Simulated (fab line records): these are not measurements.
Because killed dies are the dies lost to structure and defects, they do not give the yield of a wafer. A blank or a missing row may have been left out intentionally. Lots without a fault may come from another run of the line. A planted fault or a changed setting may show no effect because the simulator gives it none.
Matching of chambers / flow n5Finfet / N5_BEOL_M1_ETCH_74 on rieDiel-03: 4 sister chambers
The step etches underlayer in N2/H2, target depth 6.5 nm, time 5.2 s. 4 wafers are shown with their chamber, then 9 later ones without.

== WAFERS, EACH WITH ITS CHAMBER ==
wafer=L086.3; chamber=0; showerheadPlenumPTorr (Torr)=2.41
wafer=L090.3; chamber=3; showerheadPlenumPTorr (Torr)=2.48
wafer=L090.5; chamber=1; showerheadPlenumPTorr (Torr)=2.57
wafer=L090.6; chamber=2; showerheadPlenumPTorr (Torr)=2.67

== WAFERS WHOSE CHAMBER IS MISSING ==
wafer=L091.2; showerheadPlenumPTorr (Torr)=2.47
wafer=L091.4; showerheadPlenumPTorr (Torr)=2.57
wafer=L091.5; showerheadPlenumPTorr (Torr)=2.67
wafer=L095.3; showerheadPlenumPTorr (Torr)=2.47
wafer=L095.4; showerheadPlenumPTorr (Torr)=2.57
wafer=L095.5; showerheadPlenumPTorr (Torr)=2.47
wafer=L096.3; showerheadPlenumPTorr (Torr)=2.72
wafer=L096.4; showerheadPlenumPTorr (Torr)=2.56
wafer=L096.5; showerheadPlenumPTorr (Torr)=2.57

== CHAMBER TAKEN BY EACH ==
wafer=L091.2; from the rows above=3; in truth=3
wafer=L091.4; from the rows above=1; in truth=1
wafer=L091.5; from the rows above=2; in truth=2
wafer=L095.3; from the rows above=3; in truth=3
wafer=L095.4; from the rows above=1; in truth=1
wafer=L095.5; from the rows above=3; in truth=3
wafer=L096.3; from the rows above=2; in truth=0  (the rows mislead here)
wafer=L096.4; from the rows above=1; in truth=1
wafer=L096.5; from the rows above=1; in truth=1
Placed correctly: 8 of 9. From these rows, 0 cannot be placed. 1 placed wrongly.
How it was worked out, from the rows above alone: a wafer's distance from a chamber is the root of the sum, over the readings, of the square of ((its reading less the chamber's mean) divided by the reading's scatter). The wafer belongs to the nearest chamber; if the next one is less than 2 further off, it can't be placed. The mean given for a chamber averages the wafers shown for that chamber. The scatter: with one shown wafer a chamber, the root of the mean of the squares of how far each hidden wafer lies from its nearest shown one.
